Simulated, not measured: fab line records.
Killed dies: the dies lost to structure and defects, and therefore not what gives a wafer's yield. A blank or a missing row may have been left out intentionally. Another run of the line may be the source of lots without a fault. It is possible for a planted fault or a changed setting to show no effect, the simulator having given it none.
Split-lot experiment || flow n5-finfet || 21 wafers read from 7 lots, route of 1938 steps

ON THE SPLIT
At N5_ZERO_LAYER_EXPOSE_08 (exposes mask ZERO, defocus 0 nm, target cd 2000 nm), the setting dose-mj was moved away from the recipe's 16.2 on 6 of the 21 wafers read, by +2.2% to +4.9%. This setting was run at the recipe's value on the other wafers.

FROM THE SPLIT TO THE READING: what the file shows between them, 2 steps
- N5_ZERO_LAYER_DEVELOP_10: develop time 60 s (also split here: develop-time-s)
- N5_ZERO_LAYER_HARDBAKE_23: time 120 s

THE READING
cd-nm (nm) at N5_ZERO_LAYER_CD_MEAS_11, where the cd target is 2000 nm. Typical for fault-free wafers on this fab line: 2000.1 nm, with standard deviation 2.2 nm.

{"wafer": "L077.4", "tool, chamber at the split": "krf-scanner-01, 0", "dose-mj as run": 16.2, "against the recipe": "recipe", "cd-nm, nm": 2001.0, "against lot-mates on the recipe": "-"}
{"wafer": "L077.5", "tool, chamber at the split": "krf-scanner-01, 0", "dose-mj as run": 16.2, "against the recipe": "recipe", "cd-nm, nm": 2001.0, "against lot-mates on the recipe": "-"}
{"wafer": "L077.6", "tool, chamber at the split": "krf-scanner-01, 0", "dose-mj as run": 16.2, "against the recipe": "recipe", "cd-nm, nm": 2003.8, "against lot-mates on the recipe": "-"}
{"wafer": "L081.1", "tool, chamber at the split": "krf-scanner-01, 0", "dose-mj as run": 17, "against the recipe": "+4.9%", "cd-nm, nm": 2008.5, "against lot-mates on the recipe": "+10.7"}
{"wafer": "L081.5", "tool, chamber at the split": "krf-scanner-01, 0", "dose-mj as run": 16.2, "against the recipe": "recipe", "cd-nm, nm": 1996.9, "against lot-mates on the recipe": "-"}
{"wafer": "L081.6", "tool, chamber at the split": "krf-scanner-01, 0", "dose-mj as run": 16.2, "against the recipe": "recipe", "cd-nm, nm": 1998.8, "against lot-mates on the recipe": "-"}
{"wafer": "L083.3", "tool, chamber at the split": "krf-scanner-02, 0", "dose-mj as run": 16.56, "against the recipe": "+2.2%", "cd-nm, nm": 2003.3, "against lot-mates on the recipe": "+3.5"}
{"wafer": "L083.4", "tool, chamber at the split": "krf-scanner-02, 0", "dose-mj as run": 16.2, "against the recipe": "recipe", "cd-nm, nm": 1999.7, "against lot-mates on the recipe": "-"}
{"wafer": "L083.6", "tool, chamber at the split": "krf-scanner-02, 0", "dose-mj as run": 16.2, "against the recipe": "recipe", "cd-nm, nm": 1999.9, "against lot-mates on the recipe": "-"}
{"wafer": "L084.4", "tool, chamber at the split": "krf-scanner-01, 0", "dose-mj as run": 16.2, "against the recipe": "recipe", "cd-nm, nm": 2000.0, "against lot-mates on the recipe": "-"}
{"wafer": "L084.5", "tool, chamber at the split": "krf-scanner-01, 0", "dose-mj as run": 16.2, "against the recipe": "recipe", "cd-nm, nm": 2001.6, "against lot-mates on the recipe": "-"}
{"wafer": "L084.6", "tool, chamber at the split": "krf-scanner-01, 0", "dose-mj as run": 16.2, "against the recipe": "recipe", "cd-nm, nm": 2005.6, "against lot-mates on the recipe": "-"}
{"wafer": "L088.2", "tool, chamber at the split": "krf-scanner-02, 0", "dose-mj as run": 16.2, "against the recipe": "recipe", "cd-nm, nm": 1994.3, "against lot-mates on the recipe": "-"}
{"wafer": "L088.5", "tool, chamber at the split": "krf-scanner-02, 0", "dose-mj as run": 16.2, "against the recipe": "recipe", "cd-nm, nm": 1995.9, "against lot-mates on the recipe": "-"}
{"wafer": "L088.6", "tool, chamber at the split": "krf-scanner-02, 0", "dose-mj as run": 16.2, "against the recipe": "recipe", "cd-nm, nm": 1998.4, "against lot-mates on the recipe": "-"}
{"wafer": "L093.2", "tool, chamber at the split": "krf-scanner-02, 0", "dose-mj as run": 16.2, "against the recipe": "recipe", "cd-nm, nm": 1998.9, "against lot-mates on the recipe": "-"}
{"wafer": "L093.3", "tool, chamber at the split": "krf-scanner-02, 0", "dose-mj as run": 16.83, "against the recipe": "+3.9%", "cd-nm, nm": 2007.7, "against lot-mates on the recipe": "+8.8"}
{"wafer": "L093.5", "tool, chamber at the split": "krf-scanner-02, 0", "dose-mj as run": 16.83, "against the recipe": "+3.9%", "cd-nm, nm": 2006.8, "against lot-mates on the recipe": "+7.9"}
{"wafer": "L097.2", "tool, chamber at the split": "krf-scanner-02, 0", "dose-mj as run": 16.77, "against the recipe": "+3.5%", "cd-nm, nm": 2009.7, "against lot-mates on the recipe": "+7.2"}
{"wafer": "L097.4", "tool, chamber at the split": "krf-scanner-02, 0", "dose-mj as run": 16.2, "against the recipe": "recipe", "cd-nm, nm": 2002.5, "against lot-mates on the recipe": "-"}
{"wafer": "L097.5", "tool, chamber at the split": "krf-scanner-02, 0", "dose-mj as run": 16.77, "against the recipe": "+3.5%", "cd-nm, nm": 2008.1, "against lot-mates on the recipe": "+5.6"}

THE FIT
A straight line over all 21 wafers: cd-nm changes by +2.02 nm for each +1% of dose-mj; r = +0.81; the points scatter about the line by 2.6 nm.
The same after taking each lot's own level away (the mean of its wafers on the recipe; 21 wafers): +2.03 nm for each +1%; r = +0.93; scatter 1.4 nm.
That fit puts the effect of the largest move of dose-mj on the reading at 10 nm.
The span of the lots' own levels, 1996.20 to 2002.50 nm, comes to 2.9 times the standard deviation stated above.
The two slopes agree, so the slope changes little with the lot-to-lot level.
Check: for one of the wafers moved furthest among these (+4.9%), held out of the fit, the line's prediction against its lot-mates is +9.71 nm. It came out at +10.7 nm against them.

THESE WAFERS: OTHER SPLITS
Note: prior to the reading, these wafers also went through further splits. Each is held against what the fit with the lots' levels taken away leaves over:
{"other split on the same wafers": "N5_ZERO_LAYER_DEVELOP_10 develop-time-s", "wafers away from the commonest value": 8, "r with cd-nm (lot level and that fit taken away)": "+0.22"}

THE WHOLE CHAIN: every reading that the file lists as answering this split, in the file's order
{"step": "N5_ZERO_LAYER_CD_MEAS_11", "what it does": "target cd 2000 nm", "reading": "cd-nm", "change (the file's fit)": "+2.03 nm for each +1% of the setting", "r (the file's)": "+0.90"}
{"step": "N5_ZERO_LAYER_DESCUM_16", "what it does": "chemistry O2, time 7.9 s", "reading": "ZERO_LAYER.cd-nm (the simulator's own value, which no gauge read)", "change (the file's fit)": "+2.09 nm for each +1% of the setting", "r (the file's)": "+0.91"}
{"step": "N5_ZERO_LAYER_ETCH_17", "what it does": "etches SiO2 in CF4, target depth 12 nm, time 13.3 s", "reading": "ZERO_LAYER.cd-nm (the simulator's own value, which no gauge read)", "change (the file's fit)": "+2.05 nm for each +1% of the setting", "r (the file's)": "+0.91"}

THE FILE'S OWN FIT
cd-nm changes by +2.03 nm for each +1% of dose-mj, r = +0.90.
